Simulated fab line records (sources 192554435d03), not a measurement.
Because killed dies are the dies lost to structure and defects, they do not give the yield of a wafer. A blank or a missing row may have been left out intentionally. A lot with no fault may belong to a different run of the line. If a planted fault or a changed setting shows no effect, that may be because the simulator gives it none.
Chamber matching ; flow n5-finfet ; rie-diel-04 running N5_MOL_CONTACT_COAG_ETCH_110: 4 sister chambers
The step etches Si in CF4/O2, target depth 2.5 nm, time 8 s. 8 wafers are shown with their chamber, then 12 later ones without.

## WAFERS, EACH WITH ITS CHAMBER
wafer;chamber;throttle-valve-pct (%);drypump-motor-current-A (A)
L087.3;2;11.09;5.8
L087.4;0;10.76;5.5
L088.2;1;10.45;6.1
L088.5;3;10.81;5.7
L088.6;2;11.13;5.9
L090.1;0;10.75;5.5
L090.2;3;10.81;5.7
L090.3;1;10.48;6.1

## WAFERS WITHOUT THEIR CHAMBER
wafer;throttle-valve-pct (%);drypump-motor-current-A (A)
L091.2;10.85;5.7
L091.4;10.79;5.5
L091.5;10.78;5.5
L092.1;11.13;5.8
L092.4;10.77;5.5
L092.6;10.79;5.5
L094.1;10.81;5.5
L094.2;10.47;6.1
L094.5;10.49;6.1
L095.2;10.85;5.6
L095.3;10.49;6.1
L095.5;11.15;5.8

## EACH ONE'S CHAMBER
wafer;from the rows above;in truth
L091.2;3;3
L091.4;0;0
L091.5;0;0
L092.1;2;2
L092.4;0;0
L092.6;0;0
L094.1;0;0
L094.2;1;1
L094.5;1;1
L095.2;3;3
L095.3;1;1
L095.5;2;2
Placed correctly: 12 of 12. From these rows, 0 cannot be placed. Placed wrongly: 0.
How it was worked out, from the rows above alone: a wafer's distance from a chamber is the root of the sum, over the readings, of the square of ((its reading less the chamber's mean) divided by the reading's scatter). If the next closest chamber is less than 2 further off than the closest, the wafer can't be placed; otherwise it belongs to the closest. A chamber's mean is the mean of its shown wafers. The scatter: the root of (the sum of the squares of (reading less its chamber's mean) over the shown wafers, divided by (wafers less chambers)).
